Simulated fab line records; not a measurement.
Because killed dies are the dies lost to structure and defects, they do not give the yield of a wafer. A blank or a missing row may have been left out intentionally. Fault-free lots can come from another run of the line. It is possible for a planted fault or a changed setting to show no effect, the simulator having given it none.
8D (eight disciplines) problem report, filled in by code | flow n5-finfet | the parts of the form that need people (team, actions taken, sign-off) are left out

1. WHAT WENT WRONG
Wafers without a fault read 89.1 s, standard deviation 0.48; run-length-s at N5_BEOL_M2_VIA_ETCH_34 reads a mean of 81.3 s on 4 wafers belonging to 3 lots. Relative to the usual mean, that is a shift of -16 standard deviations.
The step: etches the open film in C4F6/O2, target depth 69.4 nm, time 65.9 s.
Seen first at day 10 01:13 on rie-diel-04, wafer L448.4. At this step, 14 wafers from 5 lots have a number in the record. By rule, "out" or "out of limits" means more than 4 standard deviations away from the usual mean. The other wafers with a number count as sound.

2. WHAT THIS IS AND IS NOT
question                    | is                             | is not
which readings at this step | run-length-s                   | chamber-pressure-mTorr, drypump-motor-current-A, oes-product-au, rf-vpp-V, showerhead-plenum-p-Torr, throttle-valve-pct
which lots                  | L447, L448, L449               | L436, L450
which wafers of those lots  | L447.4, L448.4, L449.3, L449.4 | L447.5, L447.6, L448.1, L448.2, L449.6
read on which tools         | rie-diel-04                    | rie-diel-06
when                        | from day 10 01:13              | up to then (4 sound wafers); but 6 sound wafers of L447, L449, L450 came after

3. WHAT RULES OUT EACH SUSPECT
Counting: if a tool at a process step up to the reading ran every lot that is out, it stays a suspect. Sound lots after the first of them don't rule it out here, since some wafers of a struck lot are sound.
- rie-diel-04 at N5_BEOL_M2_VIA_ETCH_34 (etches the open film in C4F6/O2, target depth 69.4 nm, time 65.9 s): kept. It ran every lot that is out, first L448 (day 10 01:13); its last sound lot up to then is L436 (day 7 07:58). Out on those wafers are its own readings of run-length-s.
The count leaves rie-diel-04 at N5_BEOL_M2_VIA_ETCH_34.

4. THE CAUSE (what the simulator had put in)
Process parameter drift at N5_BEOL_M2_VIA_ETCH_34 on rie-diel-04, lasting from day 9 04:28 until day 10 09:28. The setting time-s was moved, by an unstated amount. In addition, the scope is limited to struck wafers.
The count eliminated every tool but this one.

5. SEQUENCE OF EFFECTS, ordered by route
Each row: a reading whose mean over the struck wafers that have a number lies more than 3 standard deviations from the usual. Scope: only readings with a usual standard deviation given in the record; hours: median across lots of the time from each lot's start at the first step in this table that gives one to its start at this step; sigmas: change in usual standard deviations.
hours | step                   | reading      | usual  | on struck wafers | change | sigmas
0     | N5_BEOL_M2_VIA_ETCH_34 | run-length-s | 89.1 s | 81.3             | -7.8   | -16
Process steps it contains:
- N5_BEOL_M2_VIA_ETCH_34: etches the open film in C4F6/O2, target depth 69.4 nm, time 65.9 s.
Later measuring or inspecting steps at which every struck wafer that the step has a row for has a number for every such reading, and none has moved that far: N5_BEOL_M4_RC_MEAS_101.

6. WHAT WOULD HAVE CAUGHT IT SOONER
The fault began at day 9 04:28; the first out-of-limits reading in this record came at day 10 01:13, 21 hours later.
